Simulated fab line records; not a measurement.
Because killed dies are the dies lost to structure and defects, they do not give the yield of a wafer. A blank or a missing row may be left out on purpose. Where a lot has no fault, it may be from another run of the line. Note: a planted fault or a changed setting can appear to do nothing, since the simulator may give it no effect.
The tool behind it: which one? || flow n5_finfet || 30 wafers from 10 lots sampled at 3 of the route's 1938 steps

WHAT EACH GAUGE READ, for each wafer
N5_BEOL_M5_CD_MEAS_28: target cd 30.6 nm, target cd y 20 nm.
{"lot": "L999", "measured": "day 7 23:05", "on": "cd_sem-01", "cd_nm (nm)": "30.79 30.61 30.56"}
{"lot": "L102", "measured": "day 8 15:44", "on": "cd_sem-03", "cd_nm (nm)": "30.50 30.14 30.19"}
{"lot": "L103", "measured": "day 9 10:07", "on": "cd_sem-03", "cd_nm (nm)": "30.62 30.78 30.72"}
{"lot": "L105", "measured": "day 10 09:56", "on": "cd_sem-01", "cd_nm (nm)": "31.14 30.66 30.64"}
{"lot": "L108", "measured": "day 10 22:01", "on": "cd_sem-01", "cd_nm (nm)": "30.24 30.86 30.64"}
{"lot": "L109", "measured": "day 11 17:03", "on": "cd_sem-02", "cd_nm (nm)": "30.26 30.62 30.61"}
{"lot": "L115", "measured": "day 12 11:07", "on": "cd_sem-01", "cd_nm (nm)": "29.86 29.30 29.68"}
{"lot": "L116", "measured": "day 12 22:08", "on": "cd_sem-02", "cd_nm (nm)": "29.53 29.09 29.57"}
{"lot": "L117", "measured": "day 13 06:47", "on": "cd_sem-03", "cd_nm (nm)": "30.73 30.82 30.90"}
{"lot": "L121", "measured": "day 14 16:47", "on": "cd_sem-02", "cd_nm (nm)": "30.67 31.09 30.77"}

EACH LOT AND THE TOOL THAT RAN IT (in order: tool; ch and the chambers of the sampled wafers; start)
{"lot": "L999", "N5_BEOL_M5_ETCH_61": "rie_diel-04 ch 0,2,3, day 7 22:13", "N5_BEOL_M5_EXPOSE_25": "euv_scanner-02 ch 0, day 7 22:57"}
{"lot": "L102", "N5_BEOL_M5_ETCH_61": "rie_diel-03 ch 0,1,2, day 8 13:36", "N5_BEOL_M5_EXPOSE_25": "euv_scanner-01 ch 0, day 8 15:35"}
{"lot": "L103", "N5_BEOL_M5_ETCH_61": "rie_diel-04 ch 0,2,3, day 9 06:41", "N5_BEOL_M5_EXPOSE_25": "euv_scanner-02 ch 0, day 9 09:59"}
{"lot": "L105", "N5_BEOL_M5_ETCH_61": "rie_diel-03 ch 0,3, day 10 07:50", "N5_BEOL_M5_EXPOSE_25": "euv_scanner-02 ch 0, day 10 09:48"}
{"lot": "L108", "N5_BEOL_M5_ETCH_61": "rie_diel-05 ch 1,3, day 10 19:08", "N5_BEOL_M5_EXPOSE_25": "euv_scanner-01 ch 0, day 10 21:53"}
{"lot": "L109", "N5_BEOL_M5_ETCH_61": "rie_diel-05 ch 0,1,2, day 11 15:22", "N5_BEOL_M5_EXPOSE_25": "euv_scanner-01 ch 0, day 11 16:55"}
{"lot": "L115", "N5_BEOL_M5_ETCH_61": "rie_diel-03 ch 1,3, day 12 10:08", "N5_BEOL_M5_EXPOSE_25": "euv_scanner-01 ch 0, day 12 10:59"}
{"lot": "L116", "N5_BEOL_M5_ETCH_61": "rie_diel-05 ch 0,2,3, day 12 20:09", "N5_BEOL_M5_EXPOSE_25": "euv_scanner-01 ch 0, day 12 22:00"}
{"lot": "L117", "N5_BEOL_M5_ETCH_61": "rie_diel-03 ch 2,3, day 13 05:43", "N5_BEOL_M5_EXPOSE_25": "euv_scanner-02 ch 0, day 13 06:39"}
{"lot": "L121", "N5_BEOL_M5_ETCH_61": "rie_diel-03 ch 0,1,3, day 14 15:30", "N5_BEOL_M5_EXPOSE_25": "euv_scanner-02 ch 0, day 14 16:39"}
- N5_BEOL_M5_ETCH_61: etches SiARC in CF4, target depth 15.6 nm, time 26 s.
- N5_BEOL_M5_EXPOSE_25: exposes mask V4, defocus 10 nm.

THE ANSWER, worked out from the rows above alone
Rule: the usual values come from the lots themselves. The widest of any qualifying gaps counts: lots, ordered by their means at a reading, are off when they make up no more than a third of the lots, leave a main group of 4 or more, and stand apart from it by 3 or more times the standard deviation of that group's means. A main group is skipped when, at the precision printed for the reading in the tables above, its means are all equal. Also off: a lot with no number at a reading for which 4 or more lots have one. Where the step has rows for the other lots, those lots are counted as sound.
Off: L115, L116, at N5_BEOL_M5_CD_MEAS_28 (cd_nm). Main group: mean 30.65 nm, sd 0.18.
If a tool, at a process step before that reading, ran all the lots that are off and no sound lot after the first of them, it fits. Gauges at N5_BEOL_M5_CD_MEAS_28: tried the same way as those tools. One fits: N5_BEOL_M5_EXPOSE_25 on euv_scanner-01. A fault onset in the window from L109 (day 11 16:55, its last sound lot) to L115 (day 12 10:59, its first lot off) fits.

WHAT WAS PUT IN BY THE SIMULATOR
Process parameters drifting: euv_scanner-01 at N5_BEOL_M5_EXPOSE_25, beginning at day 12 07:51. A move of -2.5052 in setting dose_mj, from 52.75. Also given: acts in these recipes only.
Struck lots among those shown: L115, L116. The same result came from the rule above.
